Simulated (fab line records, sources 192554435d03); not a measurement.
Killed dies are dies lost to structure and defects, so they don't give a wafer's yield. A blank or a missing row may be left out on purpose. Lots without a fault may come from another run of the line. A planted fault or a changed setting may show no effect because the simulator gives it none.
Chamber matching | flow n5_finfet | N5_BEOL_M0_SAQP_ETCH_102 on rie_si-03: 4 sister chambers
The step etches SiO2 in CF4, target depth 4 nm, time 4.4 s. 4 wafers are shown with their chamber, then 11 later ones without.

WAFERS WITH THEIR CHAMBER
wafer  | chamber | throttle_valve_pct (%)
L078.3 | 3       | 21.51
L086.2 | 2       | 21.71
L086.6 | 1       | 21.75
L088.1 | 0       | 21.84

WAFERS WITHOUT THEIR CHAMBER
wafer  | throttle_valve_pct (%)
L088.3 | 21.71
L088.5 | 21.77
L091.2 | 21.84
L091.3 | 21.75
L091.4 | 21.72
L092.1 | 21.70
L092.2 | 21.84
L092.6 | 21.72
L097.1 | 21.71
L097.3 | 21.49
L097.6 | 21.77

WHICH CHAMBER EACH WENT THROUGH
wafer  | from the rows above     | in truth
L088.3 | 2                       | 2
L088.5 | 1                       | 1
L091.2 | 0                       | 0
L091.3 | 1                       | 1
L091.4 | can't be placed: 2 or 1 | 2
L092.1 | 2                       | 2
L092.2 | 0                       | 0
L092.6 | can't be placed: 2 or 1 | 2
L097.1 | 2                       | 2
L097.3 | 3                       | 3
L097.6 | 1                       | 1
Placed correctly: 9 of 11. Can't be placed from these rows: 2 (the true chamber is among the candidates in 2). Placed wrongly: 0.
How it was worked out, from the rows above alone: a wafer's distance from a chamber is the root of the sum, over the readings, of the square of ((its reading less the chamber's mean) divided by the reading's scatter). The wafer belongs to the nearest chamber; if the next one is less than 2 further off, it can't be placed. A chamber's mean is the mean of its shown wafers. The scatter: with one shown wafer a chamber, the root of the mean of the squares of how far each hidden wafer lies from its nearest shown one.
